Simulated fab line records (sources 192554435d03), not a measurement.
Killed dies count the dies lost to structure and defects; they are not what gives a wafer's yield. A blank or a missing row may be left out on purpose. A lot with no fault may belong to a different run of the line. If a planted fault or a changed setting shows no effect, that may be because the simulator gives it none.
fab line records	flow n5Finfet
record: lots: 7	wafers: 21
route steps=1938 shown BEOL_M8@1377 BEOL_M9@1431 BEOL_M10@1476 BEOL_M11@1599 BEOL_M13@1680
startH: hours from the record's opening day to when the first of the lot's shown wafers began	waitH: hours elapsed since this lot's preceding step	" identical to the entry in the row above	L1.1+2: a row that stands for several wafers	- no value, or no start given	* or withheld: withheld	< > ~ a bound
route shown NAME@n: names a module that has steps shown in the file, with the first one's number in the route	usual: mean/standard deviation of fault-free wafers	same: alike in all rows	chamber/n: place in a boat	sites: each site's reading	_std_site: how widely they spread, as a standard deviation	_edge_site: the outer-site mean with the inner-site mean subtracted	radiusMm: for every site, how far away it sits from the centre of the wafer	mask NAME#n: copy n	behind: the tool/chamber that last shaped the wafer	hold: reason for holding the lot/hours on hold/outcome of the hold	device: names the non-switching transistor (n, p or np)	end of line: the route-end tests of the same wafers	a step given without rows: its recipe and nothing more	killed: dies that structure and defects cost at the first sort, which is not the same as the wafer's yield	map: the dies of a wafer, with x for killed, . for not killed, _ for no die there
set.NAME: setting as actually run; set.NAME@STEP: the setting as run at that earlier step	model.NAME: the simulator's own value behind a step, which no gauge read
lots run with intentionally changed settings; tables by step, rows by wafer
== steps ==
step: N5_BEOL_M8_TRENCH_ETCH_37
recipe: chemistry: C4F6/O2	targetDepthA: 934.78	target: SiCOH_lowk	timeS: 31.2	ionEnergyEv: 250	pressureMtorr: 30	sourceW: 345	biasW: 185	Ar_flow_sccm: 300	C4F6_flow_sccm: 10	O2_flow_sccm: 10
lot.wafer	tool	chamber	startH	waitH	set.timeS	model.BEOL_M8.featureDepthNm	model.etch.depthNm
L075.2	rieDiel-05	1	-	-	31.2	96	96.06
L075.4	"	3	"	"	31.2	96.2	96.23
L075.6	"	2	"	"	35.16	102.6	102.6
L085.2	rieDiel-06	2	-	-	25.25	78.2	78.28
L085.3	"	0	"	"	31.2	98	98.05
L085.5	"	1	"	"	31.2	94	94
L087.1	rieDiel-01	1	-	-	31.2	92.6	92.53
L087.2	"	2	"	"	31.2	96.2	96.21
L087.3	"	3	"	"	31.2	93	92.97
L092.2	rieDiel-06	0	-	-	31.2	95.4	95.41
L092.5	"	3	"	"	31.2	91.4	91.39
L092.6	"	2	"	"	31.2	95.2	95.28
L093.1	rieDiel-05	2	-	-	28.15	82.2	82.27
L093.4	"	0	"	"	31.2	92.4	92.46
L093.6	"	2	"	"	28.15	82	82.04
L097.1	rieDiel-01	0	-	-	31.2	94.8	94.83
L097.2	"	1	"	"	27.99	82.2	82.15
L097.4	"	1	"	"	27.99	82.2	82.22
L094.2	rieDiel-01	3	-	-	31.2	91.8	91.78
L094.4	"	2	"	"	31.2	95	94.92
L094.6	"	0	"	"	31.2	94.6	94.5
step: N5_BEOL_M8_ETCH_41
recipe: chemistry: CH3F/O2	target: SiCN	targetDepthA: 319	taperDeg: 2	timeS: 57.8	ionEnergyEv: 120	maskMaterial: TiN	pressureMtorr: 30	sourceW: 395	biasW: 75	Ar_flow_sccm: 150	CH3F_flow_sccm: 30	O2_flow_sccm: 20
step: N5_BEOL_M8_STRIP_80
recipe: chemistry: N2/H2	timeS: 10	powerW: 450	tempC: 40	pressureMtorr: 20	rfFrequencyHz: 6e+07	biasPowerW: 7	n2FlowSccm: 200	h2FlowSccm: 200
step: N5_BEOL_M8_OCD_MEAS_38
usual: trenchDepthNm: 94.1/2.2
lot.wafer	tool	chamber	startH	waitH	set.timeS@BEOL_M8_TRENCH_ETCH_37	trenchDepthNm
L075.2	ocd-02	-	228.83	-	31.2	96.2
L075.4	"	-	"	"	31.2	96.1
L075.6	"	-	"	"	35.16	102.9
L085.2	ocd-02	-	287.80	-	25.25	78.1
L085.3	"	-	"	"	31.2	98.3
L085.5	"	-	"	"	31.2	93.8
L087.1	ocd-02	-	296.85	-	31.2	92.4
L087.2	"	-	"	"	31.2	96.5
L087.3	"	-	"	"	31.2	93.3
L092.2	ocd-02	-	328.02	-	31.2	95.2
L092.5	"	-	"	"	31.2	91.3
L092.6	"	-	"	"	31.2	95.3
L093.1	ocd-01	-	340.01	-	28.15	81.9
L093.4	"	-	"	"	31.2	92.8
L093.6	"	-	"	"	28.15	82.3
L097.1	ocd-02	-	344.78	-	31.2	94.9
L097.2	"	-	"	"	27.99	82.6
L097.4	"	-	"	"	27.99	82.2
L094.2	ocd-02	-	354.76	-	31.2	91.7
L094.4	"	-	"	"	31.2	94.8
L094.6	"	-	"	"	31.2	94.0
step: N5_BEOL_M9_EXPOSE_25
recipe: maskId: V8	na: 0.33	sourceShape: annular	sigmaInner: 0.4	sigmaOuter: 0.8	polarization: unpolarized	doseMj: 37.25
lot.wafer	tool	chamber	startH	waitH	mask	set.doseMj
L075.2+4+6	euvScanner-01	0	236.91	-	V8#0	37.25
L085.2+5	euvScanner-02	0	293.63	-	V8#0	37.25
L085.3	"	0	"	"	V8#0	38.07
L087.1+2	euvScanner-01	0	304.50	-	V8#0	34.73
L087.3	"	0	"	"	V8#0	37.25
L092.2+5	euvScanner-02	0	335.58	-	V8#0	39
L092.6	"	0	"	"	V8#0	37.25
L093.1+6	euvScanner-02	0	345.56	-	V8#0	37.25
L093.4	"	0	"	"	V8#0	38.52
L097.1+2	euvScanner-01	0	353.63	-	V8#0	35.24
L097.4	"	0	"	"	V8#0	37.25
L094.2+4+6	euvScanner-01	0	364.58	-	V8#0	37.25
step: N5_BEOL_M9_PEB_26
recipe: pebTempC: 100	pebTimeS: 60	resist: CAR-EUV
step: N5_BEOL_M9_DEVELOP_27
recipe: developTimeS: 30	developer: TMAH	resist: CAR-EUV	rinseLiquid: surfactantRinse	dry: airSpin	devTempC: 23
step: N5_BEOL_M9_CD_MEAS_28
recipe: targetCdNm: 70	landingEnergyEv: 500	detector: seInlens	polarity: opening
usual: cdNm: 70.01/0.3
lot.wafer	tool	chamber	startH	waitH	set.doseMj@BEOL_M9_EXPOSE_25	cdNm
L075.2	cdSem-02	0	237.03	-	37.25	69.65
L075.4	"	0	"	"	37.25	69.91
L075.6	"	0	"	"	37.25	69.91
L085.2	cdSem-03	0	293.76	-	37.25	70.28
L085.3	"	0	"	"	38.07	70.67
L085.5	"	0	"	"	37.25	70.15
L087.1	cdSem-01	0	304.63	-	34.73	68.23
L087.2	"	0	"	"	34.73	68.14
L087.3	"	0	"	"	37.25	69.14
L092.2	cdSem-03	0	335.70	-	39	71.47
L092.5	"	0	"	"	39	71.63
L092.6	"	0	"	"	37.25	70.37
L093.1	cdSem-02	0	345.69	-	37.25	70.32
L093.4	"	0	"	"	38.52	70.80
L093.6	"	0	"	"	37.25	70.09
L097.1	cdSem-01	0	353.76	-	35.24	68.70
L097.2	"	0	"	"	35.24	68.67
L097.4	"	0	"	"	37.25	70.31
L094.2	cdSem-03	0	364.71	-	37.25	70.42
L094.4	"	0	"	"	37.25	70.20
L094.6	"	0	"	"	37.25	70.30
step: N5_BEOL_M10_COAT_60
recipe: resist: SiARC	tempC: 220	timeS: 60	spinRpm: 1500	resistThkNm: 30
lot.wafer	tool	chamber	startH	waitH	set.spinRpm	model.SiARC_of_BEOL_M10_COAT_60.thkNm
L075.2+6	lithoTrack-01	0	-	-	1500	30
L075.4	"	0	"	"	1372	31.4
L085.2	lithoTrack-05	0	-	-	1611	28.8
L085.3	"	0	"	"	1500	29.8
L085.5	"	0	"	"	1500	30
L087.1+3	lithoTrack-04	0	-	-	1398	31.2
L087.2	"	0	"	"	1500	30
L092.2+6	lithoTrack-01	0	-	-	1500	30
L092.5	"	0	"	"	1449	30.6
L093.1	lithoTrack-01	0	-	-	1500	30
L093.4+6	"	0	"	"	1367	31.4
L097.1+2+4	lithoTrack-01	0	-	-	1500	30
L094.2+4+6	lithoTrack-05	0	-	-	1500	30
step: N5_BEOL_M10_EXPOSE_08
recipe: maskId: M10	na: 1.35	sourceShape: dipole	sigmaInner: 0.411	sigmaOuter: 0.611	polarization: te	doseMj: 53.75
lot.wafer	tool	chamber	startH	waitH	mask	set.doseMj
L075.2+6	arfiScanner-02	0	243.04	-	M10#0	57.2
L075.4	"	0	"	"	M10#0	53.75
L085.2+3	arfiScanner-01	0	299.70	-	M10#0	51.02
L085.5	"	0	"	"	M10#0	53.75
L087.1	arfiScanner-03	0	309.35	-	M10#0	53.75
L087.2+3	"	0	"	"	M10#0	50.37
L092.2+5	arfiScanner-02	0	340.88	-	M10#0	52.64
L092.6	"	0	"	"	M10#0	53.75
L093.1	arfiScanner-02	0	350.93	-	M10#0	52.74
L093.4+6	"	0	"	"	M10#0	53.75
L097.1+4	arfiScanner-02	0	359.19	-	M10#0	53.75
L097.2	"	0	"	"	M10#0	54.8
L094.2+4+6	arfiScanner-01	0	373.75	-	M10#0	53.75
step: N5_BEOL_M10_PEB_09
recipe: pebTempC: withheld	pebTimeS: 60	resist: CAR-ArF
step: N5_BEOL_M10_DEVELOP_10
recipe: developTimeS: 30	developer: TMAH	resist: CAR-ArF	rinseLiquid: diw	dry: airSpin	devTempC: 23
step: N5_BEOL_M10_CD_MEAS_11
recipe: targetCdNm: 64.1	landingEnergyEv: 500	detector: seInlens	polarity: opening
usual: cdNm: 63.9/0.8
lot.wafer	tool	chamber	startH	waitH	set.doseMj@BEOL_M10_EXPOSE_08	cdNm
L075.2	cdSem-01	0	243.16	-	57.2	67.1
L075.4	"	0	"	"	53.75	64.9
L075.6	"	0	"	"	57.2	68.4
L085.2	cdSem-01	0	299.82	-	51.02	60.0
L085.3	"	0	"	"	51.02	60.2
L085.5	"	0	"	"	53.75	62.9
L087.1	cdSem-02	0	309.47	-	53.75	64.3
L087.2	"	0	"	"	50.37	60.9
L087.3	"	0	"	"	50.37	61.2
L092.2	cdSem-02	0	341.00	-	52.64	62.7
L092.5	"	0	"	"	52.64	63.1
L092.6	"	0	"	"	53.75	65.0
L093.1	cdSem-03	0	351.06	-	52.74	61.9
L093.4	"	0	"	"	53.75	62.1
L093.6	"	0	"	"	53.75	63.4
L097.1	cdSem-02	0	359.32	-	53.75	64.3
L097.2	"	0	"	"	54.8	65.8
L097.4	"	0	"	"	53.75	63.4
L094.2	cdSem-03	0	373.87	-	53.75	64.2
L094.4	"	0	"	"	53.75	63.9
L094.6	"	0	"	"	53.75	64.4
step: N5_BEOL_M10_DESCUM_16
recipe: chemistry: O2	timeS: 7.9	sourcePowerW: 50	biasPowerW: 20	pressureMtorr: 20	rfFrequencyHz: 2.712e+07	tempC: 40	resist: CAR-ArF	o2FlowSccm: 225
step: N5_BEOL_M10_ETCH_61
recipe: chemistry: CF4	target: SiARC	targetDepthA: 390	maskMaterial: CAR-ArF	timeS: 65	ionEnergyEv: 80	pressureMtorr: 40	sourceW: 545	biasW: 36	Ar_flow_sccm: 100	cf4FlowSccm: 100	ends: cleared
lot.wafer	tool	chamber	startH	waitH	set.spinRpm@BEOL_M10_COAT_60	set.doseMj@BEOL_M10_EXPOSE_08	model.BEOL_M10.cdOffsetNm	model.etch.depthNm	model.CAR-ArF_of_BEOL_M10_COAT_05.thkNm
L075.2	rieDiel-05	2	243.28	0.0	1500	57.2	3.2	29.92	55.8
L075.4	"	0	"	"	1372	53.75	0.8	31.42	54.4
L075.6	"	2	"	"	1500	57.2	4	30.04	56
L085.2	rieDiel-06	0	299.94	0.0	1611	51.02	-4.4	28.88	56.8
L085.3	"	1	"	"	1500	51.02	-3.6	29.84	56
L085.5	"	0	"	"	1500	53.75	-0.8	29.91	56
L087.1	rieDiel-05	3	309.61	0.0	1398	53.75	0.2	31.14	54.4
L087.2	"	2	"	"	1500	50.37	-3.2	29.99	55.4
L087.3	"	1	"	"	1398	50.37	-2.6	31.1	54.2
L092.2	rieDiel-06	3	341.15	0.0	1500	52.64	-1.4	29.93	55.8
L092.5	"	1	"	"	1449	52.64	-0.6	30.52	55.6
L092.6	"	0	"	"	1500	53.75	0.6	29.95	56.2
L093.1	rieDiel-01	3	351.35	0.0	1500	52.74	-2.2	29.93	56.2
L093.4	"	0	"	"	1367	53.75	-2	31.3	54.6
L093.6	"	2	"	"	1367	53.75	-0.4	31.41	54.8
L097.1	rieDiel-06	2	359.44	0.0	1500	53.75	0.2	29.97	55.4
L097.2	"	0	"	"	1500	54.8	1.6	29.93	55.6
L097.4	"	1	"	"	1500	53.75	-0.2	29.98	55.6
L094.2	rieDiel-05	1	373.99	0.0	1500	53.75	0	30.09	55.2
L094.4	"	0	"	"	1500	53.75	-0.2	30.07	55
L094.6	"	3	"	"	1500	53.75	0	30.01	55.2
step: N5_BEOL_M10_ETCH_62
recipe: chemistry: N2/H2	target: SOC	targetDepthA: 1100	overetchA: 220	maskMaterial: SiARC	tempC: 40	timeS: 165	ionEnergyEv: 200	pressureMtorr: 30	sourceW: 840	biasW: 150	n2FlowSccm: 200	h2FlowSccm: 200
lot.wafer	tool	chamber	startH	waitH	set.doseMj@BEOL_M10_EXPOSE_08	model.BEOL_M10.cdOffsetNm
L075.2	rieDiel-05	2	243.33	0.0	57.2	3.2
L075.4	"	0	"	"	53.75	1.2
L075.6	"	2	"	"	57.2	4
L085.2	rieDiel-06	0	299.99	0.0	51.02	-4.2
L085.3	"	1	"	"	51.02	-3.8
L085.5	"	0	"	"	53.75	-0.8
L087.1	rieDiel-05	3	309.66	0.0	53.75	0.4
L087.2	"	2	"	"	50.37	-2.6
L087.3	"	1	"	"	50.37	-2.4
L092.2	rieDiel-06	3	341.20	0.0	52.64	-1.4
L092.5	"	1	"	"	52.64	-0.6
L092.6	"	0	"	"	53.75	1
L093.1	rieDiel-01	3	351.40	0.0	52.74	-2.4
L093.4	"	0	"	"	53.75	-2
L093.6	"	2	"	"	53.75	-0.6
L097.1	rieDiel-06	2	359.49	0.0	53.75	0.4
L097.2	"	0	"	"	54.8	1.8
L097.4	"	1	"	"	53.75	0
L094.2+4	rieDiel-05	1,0	374.04	0.0	53.75	-0.4
L094.6	"	3	"	"	53.75	-0.2
step: N5_BEOL_M10_STRIP_68
recipe: chemistry: N2/H2	tempC: 40	n2FlowSccm: 200	h2FlowSccm: 200	rfFrequencyHz: 6e+07
step: N5_BEOL_M10_STRIP_67
recipe: chemistry: CF4	resist: SiARC	powerW: 300	biasPowerW: 75	pressureMtorr: 50	cf4FlowSccm: 150	rfFrequencyHz: 6e+07
step: N5_BEOL_M10_HM_OPEN_17
recipe: chemistry: Cl2/BCl3	targetDepthA: 200	overetchA: 60	target: TiN	maskMaterial: SOC	ionEnergyEv: 150	pressureMtorr: 10	icpW: 1000	biasW: 126	Cl2_flow_sccm: 53.25	bcl3FlowSccm: 21.75	Ar_flow_sccm: 25
step: N5_BEOL_M10_STRIP_19
recipe: chemistry: O2	powerW: 400	tempC: 40	pressureMtorr: 30	rfFrequencyHz: 6e+07	biasPowerW: 0	overashFraction: 0.2	o2FlowSccm: 225
step: N5_BEOL_M10_CD_MEAS_18
recipe: pitchNm: 140	targetCdNm: 70
usual: cdNm: 69.9/0.94
lot.wafer	tool	chamber	startH	waitH	set.doseMj@BEOL_M10_EXPOSE_08	cdNm
L075.2	cdSem-03	-	243.71	0.1	57.2	73.9
L075.4	"	-	"	"	53.75	71.1
L075.6	"	-	"	"	57.2	74.3
L085.2	cdSem-03	-	300.46	0.1	51.02	65.8
L085.3	"	-	"	"	51.02	66.2
L085.5	"	-	"	"	53.75	69.2
L087.1	cdSem-03	-	310.24	0.0	53.75	70.1
L087.2	"	-	"	"	50.37	67.7
L087.3	"	-	"	"	50.37	67.7
L092.2	cdSem-02	-	341.57	0.1	52.64	68.6
L092.5	"	-	"	"	52.64	69.5
L092.6	"	-	"	"	53.75	70.7
L093.1	cdSem-02	-	351.77	0.0	52.74	67.7
L093.4	"	-	"	"	53.75	68.1
L093.6	"	-	"	"	53.75	69.9
L097.1	cdSem-03	-	360.17	0.0	53.75	70.5
L097.2	"	-	"	"	54.8	71.6
L097.4	"	-	"	"	53.75	70.4
L094.2	cdSem-03	-	374.41	0.1	53.75	69.9
L094.4	"	-	"	"	53.75	69.7
L094.6	"	-	"	"	53.75	69.9
step: N5_BEOL_M10_TRENCH_ETCH_37
recipe: chemistry: C4F6/O2	targetDepthA: 1488.3	target: SiCOH_lowk	timeS: 48	ionEnergyEv: 250	pressureMtorr: 30	sourceW: 345	biasW: 185	Ar_flow_sccm: 300	C4F6_flow_sccm: 10	O2_flow_sccm: 10
usual: rfVppV: 662/21
lot.wafer	tool	chamber	startH	waitH	set.biasW	rfVppV
L075.2	rieDiel-05	3	-	-	185	713
L075.4	"	0	"	"	159.8	584
L075.6	"	0	"	"	159.8	584
L085.2	rieDiel-05	0	-	-	185	655
L085.3	"	2	"	"	185	691
L085.5	"	3	"	"	185	714
L087.1	rieDiel-06	1	-	-	185	646
L087.2	"	2	"	"	202.7	717
L087.3	"	3	"	"	185	652
L092.2	rieDiel-01	0	-	-	197.2	685
L092.5	"	1	"	"	185	637
L092.6	"	3	"	"	185	650
L093.1	rieDiel-05	0	-	-	211.5	730
L093.4	"	1	"	"	185	698
L093.6	"	2	"	"	211.5	765
L097.1	rieDiel-06	1	-	-	168	600
L097.2	"	0	"	"	168	612
L097.4	"	3	"	"	185	650
L094.2	rieDiel-06	2	-	-	185	666
L094.4	"	1	"	"	185	650
L094.6	"	0	"	"	185	661
step: N5_BEOL_M10_ETCH_41
recipe: chemistry: CH3F/O2	target: SiCN	targetDepthA: 426	taperDeg: 2	timeS: 86	ionEnergyEv: 120	maskMaterial: TiN	pressureMtorr: 30	sourceW: 395	biasW: 75	Ar_flow_sccm: 150	CH3F_flow_sccm: 30	O2_flow_sccm: 20
usual: rfVppV: 297.0/1.7
lot.wafer	tool	chamber	startH	waitH	set.sourceW	rfVppV
L075.2	rieDiel-05	3	-	-	395	294.6
L075.4	"	0	"	"	355.8	308.1
L075.6	"	0	"	"	355.8	307.9
L085.2	rieDiel-05	0	-	-	395	296.8
L085.3	"	2	"	"	395	299.0
L085.5	"	3	"	"	395	295.9
L087.1	rieDiel-06	1	-	-	395	297.1
L087.2	"	2	"	"	395	295.2
L087.3	"	3	"	"	341.6	313.1
L092.2	rieDiel-01	0	-	-	355.2	309.0
L092.5	"	1	"	"	395	295.1
L092.6	"	3	"	"	355.2	308.8
L093.1	rieDiel-05	0	-	-	348.2	308.1
L093.4	"	1	"	"	348.2	310.2
L093.6	"	2	"	"	348.2	310.9
L097.1	rieDiel-06	1	-	-	395	295.9
L097.2	"	0	"	"	395	294.8
L097.4	"	3	"	"	395	299.5
L094.2	rieDiel-06	2	-	-	395	296.4
L094.4	"	1	"	"	395	294.1
L094.6	"	0	"	"	395	293.4
step: N5_BEOL_M10_STRIP_77
recipe: chemistry: N2/H2	timeS: 10	powerW: 450	tempC: 40	pressureMtorr: 20	rfFrequencyHz: 6e+07	biasPowerW: 7	n2FlowSccm: 200	h2FlowSccm: 200
step: N5_BEOL_M10_PRECLEAN_42
recipe: chemistry: residueRemover	timeS: 60	tempC: 40
step: N5_BEOL_M10_SRD_43
recipe: timeS: 30	tempC: 23	rinseLiquid: diw	dry: ipaMarangoni
step: N5_BEOL_M10_CD_MEAS_35
recipe: targetCdNm: 70	polarity: opening
usual: cdNm: 69.9/0.96
lot.wafer	tool	chamber	startH	waitH	set.doseMj@BEOL_M10_EXPOSE_08	cdNm
L075.2	cdSem-01	-	246.82	0.0	57.2	73.3
L075.4	"	-	"	"	53.75	71.7
L075.6	"	-	"	"	57.2	73.8
L085.2	cdSem-02	-	301.88	0.0	51.02	66.4
L085.3	"	-	"	"	51.02	66.4
L085.5	"	-	"	"	53.75	69.0
L087.1	cdSem-02	-	311.81	0.0	53.75	69.8
L087.2	"	-	"	"	50.37	67.9
L087.3	"	-	"	"	50.37	67.8
L092.2	cdSem-03	-	344.46	0.0	52.64	68.2
L092.5	"	-	"	"	52.64	69.7
L092.6	"	-	"	"	53.75	70.1
L093.1	cdSem-02	-	354.51	0.0	52.74	68.1
L093.4	"	-	"	"	53.75	68.1
L093.6	"	-	"	"	53.75	69.7
L097.1	cdSem-03	-	365.09	0.0	53.75	70.3
L097.2	"	-	"	"	54.8	70.9
L097.4	"	-	"	"	53.75	70.3
L094.2	cdSem-03	-	375.80	0.0	53.75	69.9
L094.4	"	-	"	"	53.75	69.6
L094.6	"	-	"	"	53.75	69.5
step: N5_BEOL_M11_DEP_56
recipe: material: SiCN	targetThkA: 300	tempC: withheld	precursor: 3MS/NH3	pressureTorr: 3	rfW: 675	timeS: 10.5
lot.wafer	tool	chamber	startH	waitH	set.timeS	model.SiCN_of_BEOL_M11_DEP_56.thkNm
L075.2	pecvd-02	1	258.96	0.0	9.477	26.6
L075.4	"	2	"	"	9.477	28.2
L075.6	"	0	"	"	9.477	28
L085.2	pecvd-02	0	314.50	0.0	10.5	30
L085.3	"	1	"	"	9.088	26.2
L085.5	"	2	"	"	10.5	31.2
L087.1	pecvd-03	2	324.89	0.0	10.5	29.2
L087.2	"	0	"	"	11.49	33.2
L087.3	"	1	"	"	10.5	29.6
L092.2	pecvd-03	2	357.36	0.0	10.5	30
L092.5+6	"	2,1	"	"	9.276	26.8
L093.1	pecvd-02	2	368.12	0.0	10.5	30.8
L093.4	"	0	"	"	10.5	30.6
L093.6	"	2	"	"	10.5	31.4
L097.1	pecvd-02	2	376.25	0.0	11.84	34.6
L097.2	"	0	"	"	10.5	29.8
L097.4	"	0	"	"	11.84	34.8
L094.2	pecvd-02	2	386.19	0.0	10.5	30.8
L094.4	"	1	"	"	10.5	30.4
L094.6	"	0	"	"	10.5	30.6
step: N5_BEOL_M13_COAT_65
recipe: resist: SOC	tempC: 250	timeS: 60	spinRpm: 1500	resistThkNm: 350
lot.wafer	tool	chamber	startH	waitH	set.spinRpm	model.SOC_of_BEOL_M13_COAT_65.thkNm
L075.2	lithoTrack-01	0	270.19	0.0	1500	349.6
L075.4	"	0	"	"	1341	369.6
L075.6	"	0	"	"	1500	350.2
L085.2	lithoTrack-05	0	324.40	0.0	1500	349.4
L085.3	"	0	"	"	1500	348.4
L085.5	"	0	"	"	1500	348
L087.1	lithoTrack-03	0	332.49	0.0	1428	359.8
L087.2	"	0	"	"	1500	350.6
L087.3	"	0	"	"	1500	351.6
L092.2	lithoTrack-05	0	363.43	0.0	1500	348.8
L092.5	"	0	"	"	1500	348
L092.6	"	0	"	"	1500	348.6
L093.1+6	lithoTrack-05	0	376.19	0.0	1500	349.6
L093.4	"	0	"	"	1336	370.6
L097.1	lithoTrack-03	0	383.03	0.0	1500	350.2
L097.2	"	0	"	"	1625	335.8
L097.4	"	0	"	"	1625	335.4
L094.2	lithoTrack-01	0	391.25	0.0	1500	350.2
L094.4	"	0	"	"	1500	350.8
L094.6	"	0	"	"	1500	351
== key ==
split: step: N5_BEOL_M8_TRENCH_ETCH_37	setting: timeS	stated: 31.2	by: wafer
response: step: N5_BEOL_M8_TRENCH_ETCH_37	reading: model.BEOL_M8.featureDepthNm	change: +0.898	per: 1%	r: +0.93
response: step: N5_BEOL_M8_TRENCH_ETCH_37	reading: model.etch.depthNm	change: +0.897	per: 1%	r: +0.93
response: step: N5_BEOL_M8_OCD_MEAS_38	reading: trenchDepthNm	change: +0.91	per: 1%	r: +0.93
split: step: N5_BEOL_M9_EXPOSE_25	setting: doseMj	stated: 37.25	by: wafer
response: step: N5_BEOL_M9_CD_MEAS_28	reading: cdNm	change: +0.21	per: 1%	r: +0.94
split: step: N5_BEOL_M10_COAT_60	setting: spinRpm	stated: 1500	by: wafer
response: step: N5_BEOL_M10_COAT_60	reading: model.SiARC_of_BEOL_M10_COAT_60.thkNm	change: -0.162	per: 1%	r: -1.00
response: step: N5_BEOL_M10_ETCH_61	reading: model.etch.depthNm	change: -0.159	per: 1%	r: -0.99
response: step: N5_BEOL_M10_ETCH_61	reading: model.CAR-ArF_of_BEOL_M10_COAT_05.thkNm	change: +0.155	per: 1%	r: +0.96
split: step: N5_BEOL_M10_EXPOSE_08	setting: doseMj	stated: 53.75	by: wafer
response: step: N5_BEOL_M10_CD_MEAS_11	reading: cdNm	change: +0.534	per: 1%	r: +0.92
response: step: N5_BEOL_M10_ETCH_61	reading: model.BEOL_M10.cdOffsetNm	change: +0.525	per: 1%	r: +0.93
response: step: N5_BEOL_M10_ETCH_62	reading: model.BEOL_M10.cdOffsetNm	change: +0.501	per: 1%	r: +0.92
response: step: N5_BEOL_M10_CD_MEAS_18	reading: cdNm	change: +0.495	per: 1%	r: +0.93
response: step: N5_BEOL_M10_CD_MEAS_35	reading: cdNm	change: +0.359	per: 1%	r: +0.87
split: step: N5_BEOL_M10_TRENCH_ETCH_37	setting: biasW	stated: 185	by: wafer
response: step: N5_BEOL_M10_TRENCH_ETCH_37	reading: rfVppV	change: +6.22	per: 1%	r: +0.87
split: step: N5_BEOL_M10_ETCH_41	setting: sourceW	stated: 395	by: wafer
response: step: N5_BEOL_M10_ETCH_41	reading: rfVppV	change: -1.31	per: 1%	r: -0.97
split: step: N5_BEOL_M11_DEP_56	setting: timeS	stated: 10.5	by: wafer
response: step: N5_BEOL_M11_DEP_56	reading: model.SiCN_of_BEOL_M11_DEP_56.thkNm	change: +0.343	per: 1%	r: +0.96
split: step: N5_BEOL_M13_COAT_65	setting: spinRpm	stated: 1500	by: wafer
response: step: N5_BEOL_M13_COAT_65	reading: model.SOC_of_BEOL_M13_COAT_65.thkNm	change: -1.86	per: 1%	r: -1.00
